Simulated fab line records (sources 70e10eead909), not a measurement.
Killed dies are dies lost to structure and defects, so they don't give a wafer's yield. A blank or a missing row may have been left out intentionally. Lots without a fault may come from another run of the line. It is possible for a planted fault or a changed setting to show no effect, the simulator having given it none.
fab line records + flow nandHarc
[record]
- lots = 12
- wafers = 34
- lastDay = 32
route steps=1302 shown A_SLIT@924 END@1302
lots with no fault: from the same line, run without faults
startH: start of the lot's first displayed wafer, in hours after the record's first day + waitH: hours elapsed since this lot's preceding step + " as in the row above + L1.1+2: a row that stands for several wafers + - no value present, or no start provided + * or withheld: withheld + < > ~ a bound
route shown NAME@n: a module of which the file shows steps, and the number in the route of the first + usual: mean/standard deviation taken from wafers without a fault + same: alike in all rows + chamber/n: place in a boat + sites: the reading at each site + _std_site: the standard deviation of these + _edge_site: mean of outer sites minus mean of inner sites + radiusMm: for every site, how far away it sits from the centre of the wafer + mask NAME#n: copy n + behind: the tool/chamber that last shaped the wafer + hold: what put the lot on hold/how long, in hours/how the hold closed + device: the n, p or np transistor that did not switch + end of line: at the end of the route, the tests of the same wafers + step lacking rows: just its recipe + killed: dies that structure and defects cost at the first sort, which is not the same as the wafer's yield + map: a wafer's dies, x killed, . not, _ none there
set.NAME: setting as actually run; set.NAME@STEP: the setting as run at that earlier step + model.NAME: the simulator's own value behind a step, which no gauge read
one table for each step of the route and one row for each wafer, over a sample of lots
services: when a tool's chamber went out of use (startH, in hours from the record's first day, below 0 if earlier), for how many hours, and the reason
[[steps]]
[step NHARC_A_SLIT_DEP_23]
[recipe]
- targetThkA = 1000
- targetThkNm = 100
- tempC = 400
- pressureTorr = 3.5
- flowSccm = 200
- rfW = 350
- material = SiON
[usual]
- heaterPowerW = 694/67
| lot.wafer | tool     | chamber | startH | waitH | heaterPowerW | sinceWetCleanH |
|-----------|----------|---------|--------|-------|--------------|----------------|
| L832.3    | pecvd-01 | 1       | 457.85 | 1.9   | 685          | 134            |
| L832.5    | "        | 1       | "      | "     | 683          | -              |
| L832.4    | "        | 2       | "      | "     | 726          | -              |
| L835.2    | pecvd-04 | 1       | 486.58 | 2.6   | 712          | 23             |
| L835.6    | "        | 0       | "      | "     | 703          | -              |
| L835.4    | "        | 1       | "      | "     | 736          | -              |
| L836.3    | pecvd-03 | 1       | 497.17 | 1.9   | 730          | 118            |
| L836.1    | "        | 0       | "      | "     | 709          | 118            |
| L836.5    | "        | 0       | "      | "     | 736          | -              |
| L838.2    | pecvd-04 | 1       | 512.40 | 2.5   | 793          | 49             |
| L838.1    | "        | 0       | "      | "     | 596          | 49             |
| L838.4    | "        | 2       | "      | "     | 665          | -              |
| L839.1    | pecvd-03 | 1       | 533.44 | 3.2   | 755          | 154            |
| L839.4    | "        | 2       | "      | "     | 645          | -              |
| L839.6    | "        | 0       | "      | "     | 799          | -              |
| L842.3    | pecvd-01 | 2       | 554.46 | 1.9   | 673          | 49             |
| L842.1    | "        | 1       | "      | "     | 594          | 49             |
| L842.5    | "        | 2       | "      | "     | 735          | -              |
| L843.3    | pecvd-04 | 1       | 554.46 | 1.9   | 711          | 91             |
| L843.4    | "        | 2       | "      | "     | 628          | -              |
| L843.6    | "        | 0       | "      | "     | 630          | -              |
| L844.2    | pecvd-01 | 2       | 581.48 | 2.6   | 610          | 76             |
| L844.6    | "        | 0       | "      | "     | 674          | -              |
| L844.4    | "        | 2       | "      | "     | 635          | -              |
| L845.2    | pecvd-03 | 0       | 582.35 | 2.5   | 851          | 22             |
| L845.6    | "        | 1       | "      | "     | 747          | -              |
| L845.5    | "        | 2       | "      | "     | 748          | -              |
| L849.1    | pecvd-01 | 1       | 638.24 | 3.1   | 704          | 133            |
| L849.5    | "        | 1       | "      | "     | 718          | -              |
| L850.1    | pecvd-03 | 0       | 639.82 | 3.2   | 769          | 79             |
| L850.5    | "        | 0       | "      | "     | 759          | -              |
| L853.2    | pecvd-04 | 0       | 655.57 | 2.5   | 607          | 11             |
| L853.6    | "        | 0       | "      | "     | 603          | -              |
| L853.5    | "        | 2       | "      | "     | 577          | -              |
[step NHARC_A_SLIT_ETCH_15]
[recipe]
- targetDepthA = 62000
- overEtchFrac = 0.3
- timeS = 1612
- ionEnergyEv = 150
- o2FlowSccm = 400
- cosFlowSccm = 20
- arFlowSccm = 0
- rfW = 500
- biasW = 300
- chemistry = O2/COS
[usual]
- drypumpMotorCurrentA = 5.8/0.38
- oesProductAu = 0.998/0.0072
- rfVppV = 315.0/1.8
- showerheadPlenumPTorr = 3.17/0.1
- throttleValvePct = 28.331/0.0086
| lot.wafer | tool       | chamber | startH | waitH | drypumpMotorCurrentA | oesProductAu | rfHoursCounterH | rfVppV | showerheadPlenumPTorr | throttleValvePct |
|-----------|------------|---------|--------|-------|----------------------|--------------|-----------------|--------|-----------------------|------------------|
| L832.3    | rieDiel-06 | 2       | 458.89 | -     | 6.1                  | 1.011        | 8               | 314.1  | 3.08                  | 28.337           |
| L832.4    | "          | 0       | "      | "     | 6.2                  | 1.004        | 10              | 316.8  | 3.28                  | 28.328           |
| L832.5    | "          | 2       | "      | "     | 6.1                  | 1.009        | -               | 313.3  | 3.08                  | 28.338           |
| L835.2    | rieDiel-11 | 1       | 487.67 | -     | 6.2                  | 1.000        | 1               | 315.8  | 3.25                  | 28.326           |
| L835.4    | "          | 2       | "      | "     | 5.7                  | 0.990        | 1               | 317.3  | 3.30                  | 28.325           |
| L835.6    | "          | 3       | "      | "     | 5.9                  | 1.006        | -               | 313.7  | 3.08                  | 28.329           |
| L836.3    | rieDiel-03 | 0       | 498.31 | -     | 5.5                  | 1.009        | 2               | 315.9  | 3.21                  | 28.343           |
| L836.1    | "          | 2       | "      | "     | 6.1                  | 1.010        | 2               | 316.2  | 3.28                  | 28.344           |
| L836.5    | "          | 0       | "      | "     | 5.5                  | 1.001        | -               | 315.6  | 3.21                  | 28.341           |
| L838.2    | rieDiel-11 | 0       | 513.34 | -     | 6.0                  | 0.990        | 3               | 315.7  | 3.24                  | 28.333           |
| L838.1    | "          | 3       | "      | "     | 5.9                  | 0.998        | 3               | 313.1  | 3.08                  | 28.331           |
| L838.4    | "          | 0       | "      | "     | 5.9                  | 0.995        | -               | 315.8  | 3.24                  | 28.328           |
| L839.1    | rieDiel-06 | 0       | 534.51 | -     | 6.1                  | 0.996        | 2               | 316.1  | 3.28                  | 28.334           |
| L839.6    | "          | 2       | "      | "     | 6.1                  | 0.989        | -               | 312.7  | 3.08                  | 28.351           |
| L839.4    | "          | 3       | "      | "     | 5.8                  | 0.992        | -               | 312.5  | 3.04                  | 28.330           |
| L842.1    | rieDiel-03 | 2       | 555.52 | -     | 6.1                  | 1.002        | 6               | 316.8  | 3.28                  | 28.335           |
| L842.3    | "          | 0       | "      | "     | 5.5                  | 0.995        | 5               | 314.7  | 3.21                  | 28.339           |
| L842.5    | "          | 3       | "      | "     | 4.8                  | 1.013        | -               | 317.1  | 3.29                  | 28.322           |
| L843.3    | rieDiel-06 | 3       | 555.77 | -     | 5.7                  | 1.003        | 5               | 313.3  | 3.04                  | 28.338           |
| L843.4    | "          | 0       | "      | "     | 6.2                  | 0.993        | 4               | 317.6  | 3.28                  | 28.339           |
| L843.6    | "          | 3       | "      | "     | 5.7                  | 1.000        | -               | 313.5  | 3.04                  | 28.339           |
| L844.2    | rieDiel-11 | 3       | 582.46 | -     | 5.9                  | 0.998        | 6               | 312.8  | 3.07                  | 28.322           |
| L844.4    | "          | 1       | "      | "     | 6.1                  | 0.999        | 5               | 315.5  | 3.25                  | 28.324           |
| L844.6    | "          | 3       | "      | "     | 5.9                  | 1.001        | -               | 312.0  | 3.07                  | 28.322           |
| L845.2    | rieDiel-03 | 2       | 583.20 | -     | 6.0                  | 1.013        | 9               | 315.3  | 3.28                  | 28.324           |
| L845.6    | "          | 2       | "      | "     | 6.0                  | 1.010        | -               | 316.1  | 3.28                  | 28.322           |
| L845.5    | "          | 3       | "      | "     | 4.8                  | 1.015        | -               | 317.3  | 3.29                  | 28.328           |
| L849.1    | rieDiel-06 | 2       | 639.47 | -     | 6.1                  | 0.993        | 10              | 313.0  | 3.08                  | 28.341           |
| L849.5    | "          | 0       | "      | "     | 6.1                  | 0.821        | -               | 317.2  | 3.28                  | 28.334           |
| L850.1    | rieDiel-06 | 1       | 640.96 | -     | 5.4                  | 0.989        | 7               | 314.4  | 3.18                  | 28.327           |
| L850.5    | "          | 2       | "      | "     | 6.1                  | 0.823        | -               | 314.1  | 3.08                  | 28.339           |
| L853.2    | rieDiel-11 | 3       | 656.72 | -     | 5.9                  | 1.000        | 3               | 313.2  | 3.07                  | 28.344           |
| L853.5    | "          | 2       | "      | "     | 5.8                  | 0.998        | -               | 316.3  | 3.30                  | 28.333           |
| L853.6    | "          | 3       | "      | "     | 5.9                  | 1.006        | -               | 312.9  | 3.07                  | 28.329           |
[step NHARC_A_SLIT_ETCH_26]
[recipe]
- biasV = 400
- sourceW = 2000
- pressureMtorr = 25
- timeS = 90
- arFlowSccm = 375
- c4f8FlowSccm = 41.7
- o2FlowSccm = 83.3
- targetDepthA = 4000
- chemistry = C4F8/O2/Ar
[usual]
- drypumpMotorCurrentA = 5.6/0.55
- showerheadPlenumPTorr = 3.71/0.19
- throttleValvePct = 27.618/0.0083
| lot.wafer | tool       | chamber | startH | waitH | drypumpMotorCurrentA | rfHoursCounterH | showerheadPlenumPTorr | throttleValvePct |
|-----------|------------|---------|--------|-------|----------------------|-----------------|-----------------------|------------------|
| L832.3    | harEtch-01 | 0       | 467.27 | 1.9   | 5.1                  | -               | 3.51                  | 27.626           |
| L832.4    | "          | 1       | "      | "     | 5.1                  | -               | 3.68                  | 27.626           |
| L832.5    | "          | 1       | "      | "     | 5.2                  | -               | 3.68                  | 27.618           |
| L835.2    | harEtch-02 | 0       | 492.23 | 2.5   | 6.4                  | 65              | 3.94                  | 27.615           |
| L835.4    | "          | 1       | "      | "     | 6.0                  | -               | 3.94                  | 27.633           |
| L835.6    | "          | 0       | "      | "     | 6.4                  | -               | 3.94                  | 27.633           |
| L836.1    | harEtch-02 | 1       | 502.91 | 3.0   | 6.0                  | 69              | 3.94                  | 27.627           |
| L836.3    | "          | 1       | "      | "     | 6.0                  | -               | 3.94                  | 27.645           |
| L836.5    | "          | 0       | "      | "     | 6.4                  | -               | 3.94                  | 27.619           |
| L838.1    | harEtch-01 | 1       | 518.26 | 3.0   | 5.1                  | 289             | 3.67                  | 27.620           |
| L838.2    | "          | 0       | "      | "     | 5.1                  | 289             | 3.49                  | 27.622           |
| L838.4    | "          | 1       | "      | "     | 5.1                  | -               | 3.67                  | 27.611           |
| L839.1    | harEtch-01 | 1       | 539.42 | 2.4   | 5.1                  | 296             | 3.66                  | 27.603           |
| L839.4    | "          | 0       | "      | "     | 5.1                  | -               | 3.49                  | 27.622           |
| L839.6    | "          | 0       | "      | "     | 5.1                  | -               | 3.49                  | 27.614           |
| L843.4    | harEtch-02 | 1       | 560.45 | 1.9   | 6.0                  | -               | 3.92                  | 27.612           |
| L843.3    | "          | 0       | "      | "     | 6.4                  | -               | 3.92                  | 27.622           |
| L843.6    | "          | 0       | "      | "     | 6.4                  | -               | 3.92                  | 27.614           |
| L842.1    | harEtch-01 | 1       | 560.53 | 2.5   | 5.1                  | 311             | 3.65                  | 27.614           |
| L842.3    | "          | 1       | "      | "     | 5.1                  | -               | 3.65                  | 27.607           |
| L842.5    | "          | 1       | "      | "     | 5.1                  | -               | 3.65                  | 27.609           |
| L844.2    | harEtch-01 | 0       | 587.29 | 2.5   | 5.1                  | 327             | 3.47                  | 27.620           |
| L844.4    | "          | 1       | "      | "     | 5.1                  | -               | 3.64                  | 27.613           |
| L844.6    | "          | 1       | "      | "     | 5.2                  | -               | 3.64                  | 27.619           |
| L845.2    | harEtch-02 | 0       | 588.08 | 2.4   | 6.4                  | 118             | 3.91                  | 27.630           |
| L845.6    | "          | 1       | "      | "     | 6.0                  | -               | 3.91                  | 27.623           |
| L845.5    | "          | 0       | "      | "     | 6.4                  | -               | 3.91                  | 27.605           |
| L849.1    | harEtch-02 | 1       | 643.86 | 3.0   | 6.0                  | 145             | 3.90                  | 27.615           |
| L849.5    | "          | 1       | "      | "     | 6.0                  | -               | 3.90                  | 27.615           |
| L850.1    | harEtch-02 | 1       | 647.74 | 2.5   | 6.0                  | 149             | 3.89                  | 27.625           |
| L850.5    | "          | 0       | "      | "     | 6.4                  | -               | 3.89                  | 27.618           |
| L853.2    | harEtch-01 | 1       | 661.40 | 2.5   | 5.1                  | 369             | 3.62                  | 27.614           |
| L853.6    | "          | 0       | "      | "     | 5.1                  | -               | 3.45                  | 27.608           |
| L853.5    | "          | 1       | "      | "     | 5.1                  | -               | 3.62                  | 27.632           |
[step NHARC_A_SLIT_STRIP_18]
[recipe]
- o2FlowSccm = 500
- arFlowSccm = 0
- biasW = 0
- chemistry = O2
[usual]
- drypumpMotorCurrentA = 5.8/0.35
- oesProductAu = 0.999/0.0068
- rfVppV = 57.9/0.96
- showerheadPlenumPTorr = 3.60/0.12
- throttleValvePct = 17.038/0.0087
| lot.wafer | tool       | chamber | startH | waitH | drypumpMotorCurrentA | oesProductAu | rfHoursCounterH | rfVppV | showerheadPlenumPTorr | throttleValvePct |
|-----------|------------|---------|--------|-------|----------------------|--------------|-----------------|--------|-----------------------|------------------|
| L832.4    | rieDiel-03 | 2       | -      | -     | 6.1                  | 0.996        | 0               | 58.8   | 3.70                  | 17.030           |
| L832.3    | "          | 0       | "      | "     | 5.5                  | 0.997        | 0               | 58.9   | 3.63                  | 17.042           |
| L832.5    | "          | 2       | "      | "     | 6.1                  | 0.996        | -               | 57.9   | 3.70                  | 17.035           |
| L835.4    | rieDiel-11 | 1       | -      | -     | 6.2                  | 1.001        | 1               | 57.4   | 3.67                  | 17.037           |
| L835.2    | "          | 0       | "      | "     | 5.9                  | 0.985        | 2               | 58.2   | 3.66                  | 17.029           |
| L835.6    | "          | 2       | "      | "     | 5.7                  | 0.997        | -               | 57.8   | 3.73                  | 17.048           |
| L836.1    | rieDiel-06 | 0       | -      | -     | 6.1                  | 0.992        | 1               | 58.4   | 3.71                  | 17.038           |
| L836.3    | "          | 1       | "      | "     | 5.4                  | 0.988        | 1               | 58.1   | 3.60                  | 17.041           |
| L836.5    | "          | 2       | "      | "     | 6.2                  | 1.010        | -               | 58.7   | 3.48                  | 17.039           |
| L838.2    | rieDiel-03 | 2       | -      | -     | 6.1                  | 1.000        | 3               | 58.0   | 3.70                  | 17.031           |
| L838.4    | "          | 3       | "      | "     | 4.8                  | 0.998        | 3               | 58.0   | 3.72                  | 17.042           |
| L838.1    | "          | 1       | "      | "     | 5.8                  | 0.999        | 3               | 55.0   | 3.34                  | 17.027           |
| L839.1    | rieDiel-06 | 2       | -      | -     | 6.1                  | 1.003        | 3               | 57.2   | 3.48                  | 17.030           |
| L839.4    | "          | 0       | "      | "     | 6.1                  | 0.991        | -               | 58.2   | 3.71                  | 17.037           |
| L839.6    | "          | 3       | "      | "     | 5.8                  | 1.011        | -               | 57.1   | 3.44                  | 17.030           |
| L843.4    | rieDiel-06 | 0       | -      | -     | 6.1                  | 0.994        | 4               | 58.6   | 3.70                  | 17.035           |
| L843.3    | "          | 1       | "      | "     | 5.4                  | 0.998        | 3               | 57.8   | 3.60                  | 17.039           |
| L843.6    | "          | 0       | "      | "     | 6.2                  | 0.993        | -               | 58.7   | 3.70                  | 17.028           |
| L842.3    | rieDiel-11 | 0       | -      | -     | 5.9                  | 1.004        | 5               | 59.0   | 3.66                  | 17.043           |
| L842.1    | "          | 1       | "      | "     | 6.2                  | 0.991        | 4               | 58.6   | 3.67                  | 17.019           |
| L842.5    | "          | 0       | "      | "     | 5.9                  | 0.991        | -               | 56.9   | 3.66                  | 17.039           |
| L844.4    | rieDiel-11 | 2       | -      | -     | 5.8                  | 1.012        | 5               | 59.3   | 3.73                  | 17.017           |
| L844.2    | "          | 1       | "      | "     | 6.2                  | 0.999        | 6               | 58.5   | 3.67                  | 17.041           |
| L844.6    | "          | 3       | "      | "     | 5.9                  | 1.007        | -               | 56.5   | 3.47                  | 17.047           |
| L845.2    | rieDiel-03 | 3       | -      | -     | 4.8                  | 1.004        | 9               | 57.8   | 3.72                  | 17.047           |
| L845.6    | "          | 0       | "      | "     | 5.5                  | 0.998        | -               | 58.1   | 3.62                  | 17.038           |
| L845.5    | "          | 1       | "      | "     | 5.8                  | 1.008        | -               | 57.4   | 3.34                  | 17.034           |
| L849.1    | rieDiel-06 | 0       | -      | -     | 6.1                  | 1.009        | 9               | 57.4   | 3.70                  | 17.043           |
| L849.5    | "          | 3       | "      | "     | 5.8                  | 1.008        | -               | 57.4   | 3.43                  | 17.028           |
| L850.1    | rieDiel-11 | 3       | -      | -     | 5.9                  | 1.011        | 2               | 57.5   | 3.47                  | 17.026           |
| L850.5    | "          | 1       | "      | "     | 6.2                  | 1.000        | -               | 59.6   | 3.67                  | 17.025           |
| L853.2    | rieDiel-11 | 0       | -      | -     | 5.9                  | 0.995        | 3               | 57.4   | 3.65                  | 17.043           |
| L853.5    | "          | 1       | "      | "     | 6.2                  | 0.995        | -               | 58.8   | 3.66                  | 17.031           |
| L853.6    | "          | 2       | "      | "     | 5.8                  | 1.002        | -               | 59.3   | 3.73                  | 17.043           |
[step NHARC_END_SORT_01]
[recipe]
- tempC = 25
[usual]
- killedAtArray = 60/21
- killedAtOther = 1.0/1.2
- killedAtPeriphery = 4.2/2.8
- killedDies = 65/20
- killedOpen = 3.1/1.8
- killedShort = 2.6/1.6
[same]
- grossDies = 677
| lot.wafer | tool      | chamber | startH | waitH | killedAtArray | killedAtOther | killedAtPeriphery | killedDies | killedOpen | killedShort |
|-----------|-----------|---------|--------|-------|---------------|---------------|-------------------|------------|------------|-------------|
| L835.2    | prober-02 | 0       | 593.43 | 2.8   | 78            | 3             | 9                 | 90         | 2          | 6           |
| L835.4    | prober-02 | 0       | 595.06 | 3.4   | 75            | 1             | 5                 | 81         | 1          | 4           |
| L835.6    | prober-02 | 0       | 596.69 | 4.1   | 54            | 2             | 4                 | 60         | 0          | 1           |
| L843.3    | prober-01 | 0       | 665.72 | 3.1   | 73            | 0             | 3                 | 76         | 2          | 4           |
| L843.4    | prober-01 | 0       | 666.51 | 3.4   | 58            | 0             | 0                 | 58         | 1          | 2           |
| L843.6    | prober-01 | 0       | 668.08 | 3.9   | 55            | 0             | 0                 | 55         | 1          | 2           |
| L844.2    | prober-01 | 0       | 694.11 | 2.8   | 55            | 0             | 2                 | 57         | 4          | 2           |
| L844.4    | prober-01 | 0       | 695.73 | 3.4   | 36            | 0             | 7                 | 43         | 2          | 5           |
| L844.6    | prober-01 | 0       | 697.36 | 4.1   | 39            | 0             | 7                 | 46         | 1          | 2           |
| L845.2    | prober-02 | 0       | 694.23 | 2.8   | 43            | 1             | 6                 | 50         | 4          | 2           |
| L845.5    | prober-02 | 0       | 696.64 | 3.7   | 43            | 1             | 7                 | 51         | 5          | 4           |
| L845.6    | prober-02 | 0       | 697.44 | 4.0   | 50            | 0             | 7                 | 57         | 3          | 3           |
| L849.1    | prober-02 | 0       | 764.95 | 2.5   | 44            | 2             | 0                 | 46         | 2          | 3           |
| L849.5    | prober-02 | 0       | 768.14 | 3.7   | 675           | 1             | 1                 | 677        | 3          | 3           |
| L850.1    | prober-01 | 0       | 770.97 | 2.5   | 41            | 2             | 9                 | 52         | 5          | 1           |
| L850.5    | prober-01 | 0       | 774.23 | 3.7   | 667           | 0             | 9                 | 676        | 4          | 3           |
| L853.2    | prober-02 | 0       | 773.51 | 2.8   | 66            | 1             | 2                 | 69         | 2          | 5           |
| L853.5    | prober-02 | 0       | 775.93 | 3.7   | 47            | 1             | 1                 | 49         | 3          | 2           |
| L853.6    | prober-02 | 0       | 776.73 | 4.0   | 68            | 1             | 6                 | 75         | 5          | 4           |
// killed by level:class
L835.2 A_CHANNEL_HOLE_D2:chamberFilmFlake=33 A_CHANNEL_HOLE_D1:chamberFilmFlake=33 P_GATE:chamberFilmFlake=7 A_CONTACT:chamberFilmFlake=5 THIN_TSV:chamberFilmFlake=3 P_GATE:geometricParticle:open=1 P_GATE:geometricParticle:short=1 A_SOURCE_PLATE:geometricParticle:short=1
L835.4 A_CHANNEL_HOLE_D2:chamberFilmFlake=33 A_CHANNEL_HOLE_D1:chamberFilmFlake=30 A_CONTACT:chamberFilmFlake=6 P_GATE:chamberFilmFlake=4 P_M0:geometricParticle:short=1 A_CHANNEL_HOLE_D1:geometricParticle:short=1 A_CHANNEL_HOLE_D2:geometricParticle:short=1 A_CHANNEL_FILL_D2:geometricParticle:open=1
L835.6 A_CHANNEL_HOLE_D1:chamberFilmFlake=24 A_CHANNEL_HOLE_D2:chamberFilmFlake=22 A_CONTACT:chamberFilmFlake=5 P_GATE:chamberFilmFlake=4 THIN_TSV:chamberFilmFlake=2 A_CHANNEL_FILL_D1:geometricParticle:short=1 A_STAIRCASE:chamberFilmFlake=1 A_WL_FILL:chamberFilmFlake=1
L843.3 A_CHANNEL_HOLE_D1:chamberFilmFlake=34 A_CHANNEL_HOLE_D2:chamberFilmFlake=22 A_ZERO_WELL:chamberFilmFlake=4 A_SLIT:chamberFilmFlake=3 A_STAIRCASE:chamberFilmFlake=2 A_CONTACT:chamberFilmFlake=2 P_STI:geometricParticle:open=1 P_CONTACT:geometricParticle:short=1
L843.4 A_CHANNEL_HOLE_D1:chamberFilmFlake=35 A_CHANNEL_HOLE_D2:chamberFilmFlake=8 A_STAIRCASE:chamberFilmFlake=7 A_ZERO_WELL:chamberFilmFlake=2 A_CHANNEL_FILL_D2:chamberFilmFlake=2 A_DECK1_JOINT:geometricParticle:short=1 A_SLIT:geometricParticle:short=1 A_CONTACT:geometricParticle:open=1
L843.6 A_CHANNEL_HOLE_D1:chamberFilmFlake=31 A_CHANNEL_HOLE_D2:chamberFilmFlake=11 A_M0:chamberFilmFlake=3 A_ZERO_WELL:chamberFilmFlake=2 A_STAIRCASE:chamberFilmFlake=2 A_CONTACT:chamberFilmFlake=2 A_ONON_D2:geometricParticle:short=1 A_CHANNEL_FILL_D2:geometricParticle:short=1
L844.2 A_SLIT:chamberFilmFlake=30 A_CHANNEL_HOLE_D1:chamberFilmFlake=7 A_WL_FILL:chamberFilmFlake=6 A_CHANNEL_HOLE_D2:geometricParticle:open=3 A_DECK1_JOINT:chamberFilmFlake=2 A_CHANNEL_FILL_D2:chamberFilmFlake=2 A_SOURCE_PLATE:geometricParticle:short=1 A_SOURCE_PLATE:geometricParticle:open=1
L845.2 A_CHANNEL_HOLE_D1:chamberFilmFlake=31 A_CONTACT:chamberFilmFlake=5 P_STI:chamberFilmFlake=4 A_STAIRCASE:chamberFilmFlake=2 P_STI:geometricParticle:short=1 P_M0:geometricParticle:open=1 A_DECK1_JOINT:geometricParticle:open=1 A_CONTACT:geometricParticle:open=1
L844.4 A_SLIT:chamberFilmFlake=20 P_CONTACT:chamberFilmFlake=5 A_ONON_D1:geometricParticle:short=2 A_CHANNEL_FILL_D2:geometricParticle:short=2 P_BONDPAD:chamberFilmFlake=2 A_CHANNEL_HOLE_D1:chamberFilmFlake=2 A_STAIRCASE:chamberFilmFlake=2 A_WL_FILL:chamberFilmFlake=2
L845.5 A_CHANNEL_HOLE_D1:chamberFilmFlake=27 A_CONTACT:chamberFilmFlake=5 P_STI:chamberFilmFlake=3 A_STAIRCASE:chamberFilmFlake=3 P_CONTACT:chamberFilmFlake=2 P_M0:geometricParticle:open=1 P_M2:geometricParticle:short=1 A_ONON_D1:geometricParticle:short=1
L844.6 A_SLIT:chamberFilmFlake=18 P_CONTACT:chamberFilmFlake=6 A_WL_FILL:chamberFilmFlake=5 A_CONTACT:chamberFilmFlake=4 A_ZERO_WELL:chamberFilmFlake=2 A_CHANNEL_HOLE_D1:chamberFilmFlake=2 A_STAIRCASE:chamberFilmFlake=2 A_BLC:chamberFilmFlake=2
L845.6 A_CHANNEL_HOLE_D1:chamberFilmFlake=32 A_CONTACT:chamberFilmFlake=8 A_SGD_CUT:geometricParticle:open=2 P_STI:chamberFilmFlake=2 P_GATE:chamberFilmFlake=2 A_STAIRCASE:chamberFilmFlake=2 A_SLIT:chamberFilmFlake=2 P_CONTACT:geometricParticle:short=1
L849.1 A_CHANNEL_HOLE_D2:chamberFilmFlake=21 A_CHANNEL_HOLE_D1:chamberFilmFlake=7 A_SLIT:chamberFilmFlake=4 A_CHANNEL_HOLE_D2:geometricParticle:short=2 A_M0:geometricParticle:open=2 A_CONTACT:chamberFilmFlake=2 A_BLC:chamberFilmFlake=2 THIN_TSV:chamberFilmFlake=2
L849.5 A_SLIT:areaEtch=632 A_CHANNEL_HOLE_D2:chamberFilmFlake=19 A_SLIT:chamberFilmFlake=7 A_CONTACT:chamberFilmFlake=4 A_WL_FILL:geometricParticle:short=2 A_CHANNEL_FILL_D1:chamberFilmFlake=2 A_WL_FILL:chamberFilmFlake=2 A_BLC:chamberFilmFlake=2
L850.1 A_CHANNEL_HOLE_D2:chamberFilmFlake=12 A_SLIT:chamberFilmFlake=8 P_GATE:chamberFilmFlake=6 A_STAIRCASE:chamberFilmFlake=6 A_CONTACT:chamberFilmFlake=6 A_CHANNEL_HOLE_D1:chamberFilmFlake=4 A_CHANNEL_FILL_D1:geometricParticle:open=2 THIN_TSV:chamberFilmFlake=2
L853.2 A_CHANNEL_HOLE_D2:chamberFilmFlake=34 A_SLIT:chamberFilmFlake=15 A_CONTACT:chamberFilmFlake=8 A_CHANNEL_HOLE_D1:chamberFilmFlake=2 P_M0:geometricParticle:short=1 A_ONON_D1:geometricParticle:short=1 A_ONON_D2:geometricParticle:short=1 A_STAIRCASE:geometricParticle:short=1
L850.5 A_SLIT:areaEtch=619 A_CHANNEL_HOLE_D2:chamberFilmFlake=21 A_SLIT:chamberFilmFlake=9 P_GATE:chamberFilmFlake=5 A_CHANNEL_HOLE_D1:chamberFilmFlake=5 A_CONTACT:chamberFilmFlake=4 P_CONTACT:geometricParticle:open=3 A_STAIRCASE:chamberFilmFlake=3
L853.5 A_CHANNEL_HOLE_D1:chamberFilmFlake=12 A_SLIT:chamberFilmFlake=12 A_CONTACT:chamberFilmFlake=8 A_CHANNEL_HOLE_D2:chamberFilmFlake=8 A_ONON_D1:geometricParticle:open=2 A_CHANNEL_FILL_D2:geometricParticle:short=1 A_CONTACT:geometricParticle:short=1 A_M1:geometricParticle:open=1
L853.6 A_CHANNEL_HOLE_D2:chamberFilmFlake=30 A_SLIT:chamberFilmFlake=16 A_CHANNEL_HOLE_D1:chamberFilmFlake=8 A_CONTACT:chamberFilmFlake=7 A_DECK1_JOINT:geometricParticle:short=3 P_GATE:chamberFilmFlake=3 P_GATE:geometricParticle:open=2 P_M0:geometricParticle:open=1
[[services]]
| tool       | chamber | startH | hours | kind   |
|------------|---------|--------|-------|--------|
| rieDiel-06 | -       | 447.82 | 3.9   | repair |
| pecvd-04   | -       | 450.14 | 13.0  | pm     |
| rieDiel-03 | -       | 450.75 | 0.5   | repair |
| rieDiel-03 | -       | 458.30 | 9.0   | pm     |
| pecvd-01   | -       | 459.76 | 1.4   | repair |
| rieDiel-11 | 0       | 463.39 | 8.3   | repair |
| rieDiel-11 | 1       | 472.75 | 4.8   | repair |
| pecvd-01   | -       | 478.88 | 1.2   | repair |
| rieDiel-03 | 0       | 479.86 | 5.0   | repair |
| rieDiel-06 | -       | 484.20 | 9.0   | pm     |
| rieDiel-03 | 1       | 485.15 | 5.2   | repair |
| rieDiel-11 | 2       | 504.81 | 10.1  | repair |
| pecvd-04   | -       | 505.43 | 0.5   | repair |
| rieDiel-06 | 1       | 517.13 | 24.9  | repair |
| rieDiel-11 | 1       | 522.36 | 19.0  | repair |
| rieDiel-03 | 1       | 548.77 | 13.4  | repair |
| rieDiel-06 | 3       | 567.67 | 5.5   | repair |
| rieDiel-03 | 3       | 575.20 | 4.8   | repair |
| rieDiel-11 | 1       | 589.79 | 15.1  | repair |
| rieDiel-11 | -       | 609.50 | 9.0   | pm     |
| pecvd-04   | -       | 631.24 | 13.0  | pm     |
| rieDiel-03 | -       | 635.30 | 9.0   | pm     |
| harEtch-01 | -       | 647.62 | 1.3   | repair |
| rieDiel-06 | -       | 661.20 | 9.0   | pm     |
[[key]]
[firstSign]
- step = NHARC_A_SLIT_ETCH_15
- reading = oesProductAu
- direction = down
- sigmas = 24
- usual = 0.998
- struck = 0.822
[effect]
- step = NHARC_END_SORT_01
- reading = killedDies
- direction = up
- sigmas = 31
- usual = 65
- struck = 676
[moreKillsBornAt]
- NHARC_A_SLIT_ETCH_15@rieDiel-06 = 1251
metAt NHARC_A_SLIT_ETCH_15
struckLots L849,L850
struckWafers L849.5,L850.5
laterRowsLeftOut L849.5,L850.5
testerLeftOut L849,L850
notActingAt NHARC_A_SLIT_DEP_23,NHARC_A_SLIT_ETCH_26,NHARC_A_SLIT_STRIP_18
onsetBetween 555.77 639.47
[fault]
- kind = processParameterDrift
- tool = rieDiel-06
- chamber = -
- onsetH = 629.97
- steps = NHARC_A_SLIT_ETCH_15
- channel = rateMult
- offset = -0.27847
- shape = step
- endH = 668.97
- scope = struckWafersOnly
// testerLeftOut: of these lots the tester's yield and bins aren't shown, on N5 and GAA mostly nor the transistor test; their killed dies are dies lost to structure and defects alone, not to doping, threshold or leakage, so they don't give the yield
// laterRowsLeftOut: the simulator's readings of these wafers behind a module that went badly wrong aren't trusted and aren't shown, but for the sort
